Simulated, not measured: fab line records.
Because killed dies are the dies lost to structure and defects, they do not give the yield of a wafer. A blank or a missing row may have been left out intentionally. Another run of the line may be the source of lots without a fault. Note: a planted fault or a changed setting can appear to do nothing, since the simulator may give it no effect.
A struck lot beside a sound one / flow n5Finfet / 14 steps out of a route of 1938
Sound: wafers L785.1, L785.4, L785.6. Struck: wafer L796.2 (left out: L796.3, L796.6 of the same lot, which were not struck); the cause appears at the end.
At each step with rows: each side's tool, then ch and its chambers, then its first start. Under that, the readings that differ: sound wafers / struck wafers / difference of the means / sigmas: that difference in standard deviations of wafers without a fault.
alike: readings with means less than 2 such deviations apart, plus words and numbers identical on both sides. not compared: withheld readings, readings lacking a value on some wafer, bounds such as >300 that could conceal the same value, and numbers that have no deviation in the record and whose values overlap.
Wherever a step has rows on one side only, a row that says differs or no value, or a row with sigmas, the two part there. Numbers that don't overlap but have no deviation are shown without sigmas and don't part them. Lack of a reading on every wafer of one side parts them only where that side has two or more wafers.

N5_BEOL_M15_SPUTTER_45: material Cu, target thk 100 nm, time 16.67 s.
  struck on pvdSputter-03, day 16 12:16; sound on pvdSputter-01, day 12 22:09
  alike: throttleValvePct
then, 1 step without rows for these wafers: N5_BEOL_M15_ECD_47 (material Cu, target thk 1860 nm).
N5_BEOL_M15_ANNEAL_48: time 90 s.
  sound on rtpAnneal-02 ch 0, day 12 22:31; struck on rtpAnneal-01 ch 0, day 16 13:24
  alike: wafer_temp_C_max
N5_BEOL_M15_CMP_49: polishes, stops on SiO2, t overpolish 4.9 s, target thk 850 nm.
  sound on cmp-02 ch 0,2,3, day 12 23:01; struck on cmp-04 ch 0, day 16 13:42
  alike: barrierFieldEndpointS, motorCurrentA, overpolishRunS
N5_BEOL_M15_THK_MEAS_50: measures by xrf.
  struck on filmMetro-01, day 16 13:58; sound on filmMetro-02, day 12 23:14
  alike: M15_THK
then, 1 step without rows for these wafers: N5_BEOL_M15_PRE_CLEAN_52 (time 15 s).
N5_BEOL_M15_DEP_53: deposits SiCN from 3MS/NH3, target thk 50 nm, time 17.8 s.
  sound on pecvd-03 ch 2, day 12 23:19; struck on pecvd-04 ch 1, day 16 14:01
  alike: showerheadPlenumPTorr, throttleValvePct
  not compared: sinceWetCleanH
N5_BEOL_M15_RS_MEAS_54: measures by four-point-probe.
  struck on filmMetro-02, day 16 14:05; sound on filmMetro-02, day 12 23:23
  alike: M15_RS
N5_BEOL_M15_INSPECT_55: inspects for defects (darkfield).
  struck on defectInspect-01, day 16 14:07; sound on defectInspect-02, day 12 23:25
reading=rawDefectCount; sound=85 104 104; struck=39; difference=-59; sigmas=-2
N5_BEOL_M15_RC_MEAS_101:
  sound on prober-01 ch 0, day 12 23:26; struck on prober-01 ch 0, day 16 14:18
  alike: etestTempC, COMB_M10, COMB_M11, COMB_M12, COMB_M13, COMB_M14, COMB_M15, COMB_M5, COMB_M5_max_site, COMB_M6, COMB_M7, COMB_M7_max_site, COMB_M8, COMB_M9, SERP_M10, SERP_M11, SERP_M12, SERP_M13, SERP_M14, SERP_M5, SERP_M5_max_site, SERP_M6, SERP_M7, SERP_M8, SERP_M9
then, 2 steps without rows for these wafers: N5_PASSIVATION_PECVD_00 (deposits SiO2 from SiH4/N2O, target thk 200 nm, time 11.2 s); N5_MIM_BOT_DEGAS_01 (time 60 s).
N5_MIM_BOT_SPUTTER_00: material TiN, target thk 35 nm, time 89.7 s.
  struck on pvdSputter-02, day 16 15:29; sound on pvdSputter-03, day 13 05:36
reading=model.TiN_of_MIM_BOT_SPUTTER_00.thkNm (nm); sound=35 34.8 35; struck=60.4; difference=+25.5; sigmas=
  alike: throttleValvePct
N5_MIM_TOP_ALD_00: deposits Al2O3, purge time 3 s, co reactant pulse time 3 s.
  the record has rows for the sound wafers here (aldHk-03 ch 0,3, day 13 05:42) and none for the struck ones

== WHERE THEY PART ==
Earliest at N5_BEOL_M15_INSPECT_55; latest, in this record, at N5_MIM_TOP_ALD_00.

WHY: whatever the simulator had introduced
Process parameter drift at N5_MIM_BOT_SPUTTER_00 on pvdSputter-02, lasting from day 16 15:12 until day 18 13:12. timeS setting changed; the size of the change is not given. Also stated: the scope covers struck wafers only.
